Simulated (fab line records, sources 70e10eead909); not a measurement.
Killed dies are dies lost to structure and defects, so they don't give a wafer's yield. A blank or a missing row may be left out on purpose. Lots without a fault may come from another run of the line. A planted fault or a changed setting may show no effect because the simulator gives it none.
Problem report in the 8D (eight disciplines) form, filled by code | flow nand_harc | the parts of the form that need people (team, actions taken, sign-off) are left out

1. THE PROBLEM
thk_nm at NHARC_A_ONON_D1_THK_MEAS_08 reads a mean of 604 nm on 6 wafers of 2 lots; wafers without a fault read 997 nm with a standard deviation of 8.5. That is -46 standard deviations from the usual mean.
The step: measures by ellipsometry.
First seen on wafer L617.2, day 11 10:54, on film_metro-02. The record holds 42 wafers of 14 lots with a number at this step. Rule for "out", or "out of limits": more than 4 standard deviations from the usual mean. The other wafers with a number count as sound.

2. WHAT IT IS AND WHAT IT IS NOT
question                    | is                     | is not
which readings at this step | thk_nm                 | -
which lots                  | L617, L618             | L601, L602, L603, L604, L606, L608, L609, L610, L619, L622, L623, L624
which wafers of those lots  | all that have a number | -
read on which gauges        | film_metro-02          | film_metro-01
when                        | from day 11 10:54      | up to then (24 sound wafers); but 12 sound wafers of L619, L622, L623, L624 came after

3. SUSPECTS, AND WHAT RULES EACH OUT
Counting: a tool at a process step up to the reading stays a suspect if it ran every lot that is out and no sound lot after the first of them.
- the gauge at NHARC_A_ONON_D1_THK_MEAS_08: ruled out. All the wafers that are out were read on film_metro-02, but those of them that NHARC_END_SORT_01 has rows for are out there too, on other tools.
- rie_diel-03 at NHARC_A_ZERO_WELL_ETCH_19 (etches the open film in N2/H2, target depth 80 nm, overetch 24 nm, time 87.88 s): ruled out as a lasting fault. Sound lots L619 ran on it after its first lot that is out, L617 (day 10 12:46).
- pecvd_onon-02 at NHARC_A_ONON_D1_DEP_06 (target thk 1000 nm): kept. It ran every lot that is out, first L617 (day 11 10:27), and no sound lot after that; its last sound lot up to then is L609 (day 9 09:40).
Left after counting: pecvd_onon-02 at NHARC_A_ONON_D1_DEP_06.

4. THE CAUSE (what the simulator had put in)
Process parameter drift: pecvd_onon-02, from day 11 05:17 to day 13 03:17, at NHARC_A_ONON_D1_DEP_06. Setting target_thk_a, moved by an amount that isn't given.
Counting left only this tool.

5. THE CHAIN OF EFFECTS, in route order
Each row: a reading whose mean over the struck wafers that have a number lies more than 3 standard deviations from the usual. Only readings for which the record gives a usual standard deviation are gone through. hours: the time from each lot's start at the first step in this table that gives one to its start at this step, as a median over the lots. sigmas: the change in usual standard deviations.
hours | step                        | reading         | usual  | on struck wafers | change | sigmas
0     | NHARC_A_ONON_D1_THK_MEAS_08 | thk_nm          | 997 nm | 604              | -393   | -46
274   | NHARC_END_SORT_01           | killed_at_array | 27     | 675              | +648   | +65
274   | NHARC_END_SORT_01           | killed_dies     | 30     | 677              | +647   | +65

6. WHAT WOULD HAVE CAUGHT IT SOONER
In this record the first reading out of limits at a measuring or inspecting step was taken at day 11 10:54, 6 hours after the fault began at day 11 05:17.
Of the lots that are out (2), L618 began NHARC_A_ONON_D1_DEP_06 on pecvd_onon-02 after day 11 10:54. A hold on the tool at that time would have spared it.
